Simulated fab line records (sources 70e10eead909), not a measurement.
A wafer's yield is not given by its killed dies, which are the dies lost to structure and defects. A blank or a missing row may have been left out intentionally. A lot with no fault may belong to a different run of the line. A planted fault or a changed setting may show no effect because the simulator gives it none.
Matching of chambers + flow nand_harc + NHARC_A_CONTACT_DEP_85 on pecvd-03 has 3 sister chambers
The step deposits SiON, target thk 50 nm. 6 wafers are shown with their chamber, then 12 later ones without.

WAFERS, EACH WITH ITS CHAMBER
| wafer  | chamber | heater_power_w (W) | susceptor_temp_C (C) |
|--------|---------|--------------------|----------------------|
| L084.6 | 0       | 795                | 400.26               |
| L085.4 | 1       | 600                | 400.18               |
| L085.6 | 0       | 768                | 400.06               |
| L086.2 | 2       | 699                | 399.85               |
| L086.3 | 1       | 667                | 400.31               |
| L086.6 | 2       | 730                | 399.79               |

WAFERS WITHOUT THEIR CHAMBER
| wafer  | heater_power_w (W) | susceptor_temp_C (C) |
|--------|--------------------|----------------------|
| L091.2 | 721                | 399.86               |
| L091.3 | 685                | 400.13               |
| L091.6 | 693                | 399.99               |
| L092.1 | 654                | 399.91               |
| L092.3 | 693                | 399.75               |
| L092.4 | 662                | 400.13               |
| L095.2 | 704                | 400.19               |
| L095.3 | 614                | 400.29               |
| L095.6 | 624                | 400.16               |
| L097.2 | 748                | 399.99               |
| L097.4 | 631                | 399.63               |
| L097.6 | 742                | 400.12               |

THE CHAMBER EACH PASSED THROUGH
| wafer  | from the rows above          | in truth                   |
|--------|------------------------------|----------------------------|
| L091.2 | 2                            | 2                          |
| L091.3 | can't be placed: 1 or 0 or 2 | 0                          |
| L091.6 | can't be placed: 2 or 1 or 0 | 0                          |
| L092.1 | can't be placed: 2 or 1      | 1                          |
| L092.3 | 2                            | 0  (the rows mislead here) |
| L092.4 | 1                            | 1                          |
| L095.2 | can't be placed: 1 or 0 or 2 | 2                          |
| L095.3 | 1                            | 1                          |
| L095.6 | 1                            | 1                          |
| L097.2 | can't be placed: 0 or 2      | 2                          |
| L097.4 | 2                            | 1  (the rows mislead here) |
| L097.6 | can't be placed: 0 or 2      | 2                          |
Correctly placed: 4 of 12. Cannot be placed on the basis of these rows: 6; the candidates contain the true chamber in 6. Placed wrongly: 2.
How it was worked out, from the rows above alone: a wafer's distance from a chamber is the root of the sum, over the readings, of the square of ((its reading less the chamber's mean) divided by the reading's scatter). The wafer belongs to the nearest chamber; if the next one is less than 2 further off, it can't be placed. For every chamber, the mean is computed from those of its wafers that are shown. The scatter: the root of (the sum of the squares of (reading less its chamber's mean) over the shown wafers, divided by (wafers less chambers)).
